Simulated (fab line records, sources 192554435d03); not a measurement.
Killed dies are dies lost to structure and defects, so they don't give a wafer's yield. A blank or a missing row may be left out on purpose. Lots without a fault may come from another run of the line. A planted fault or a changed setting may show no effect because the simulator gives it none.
One fault seen from 2 desks | flow n5_finfet | each desk has only its own numbers; what lay behind them comes last

THE TOOL OWNER'S DESK: pecvd-03
The tool's own readings at N5_BEOL_M13_DEP_53 (deposits SiCN from 3MS/NH3, target thk 50 nm, time 17.8 s): means of the sampled wafers that have a number, for each lot that ran on this tool. A lot is out of limits, marked OUT, if its mean lies more than 4 standard deviations from the usual mean; the brackets give that distance.
Columns: A = showerhead_plenum_p_Torr at N5_BEOL_M13_DEP_53, usual 4.166 Torr; B = showerhead_vpp_V at N5_BEOL_M13_DEP_53, usual 1606 V; C = throttle_valve_pct at N5_BEOL_M13_DEP_53, usual 18.2 %
lot  | first seen here | A     | B    | C
L543 | day 14 06:29    | 4.174 | 1653 | 18.0
L548 | day 15 11:24    | 4.168 | 1634 | 18.4
L546 | day 15 12:20    | 4.178 | 1626 | 18.1
L550 | day 15 19:46    | 4.177 | 1699 | 18.0
This desk's finding: nothing out of limits on any of the 4 lots.

THE METROLOGY DESK
What the gauges read, lot by lot, whatever tool the lot ran on: means of the sampled wafers that have a number. A lot is out of limits, marked OUT, if its mean lies more than 4 standard deviations from the usual mean; the brackets give that distance.
Columns: A = M13_THK at N5_BEOL_M13_THK_MEAS_50, usual 442 nm; B = M13_RS at N5_BEOL_M13_RS_MEAS_54, usual 0.0448 ohm/sq
lot  | first seen here | A   | B
L541 | day 13 23:11    | 434 | 0.0450
L543 | day 14 06:25    | 447 | 0.0444
L548 | day 15 11:19    | 448 | 0.0441
L546 | day 15 12:17    | 448 | 0.0442
L550 | day 15 19:43    | 447 | 0.0447
L553 | day 17 00:58    | 430 | 0.0455
L554 | day 17 03:53    | 440 | 0.0448
This desk's finding: nothing out of limits on any of the 7 lots.

PUT TOGETHER
The tool owner's desk saw nothing out of limits.
The metrology desk saw nothing out of limits.

WHAT THE SIMULATOR HAD PUT IN
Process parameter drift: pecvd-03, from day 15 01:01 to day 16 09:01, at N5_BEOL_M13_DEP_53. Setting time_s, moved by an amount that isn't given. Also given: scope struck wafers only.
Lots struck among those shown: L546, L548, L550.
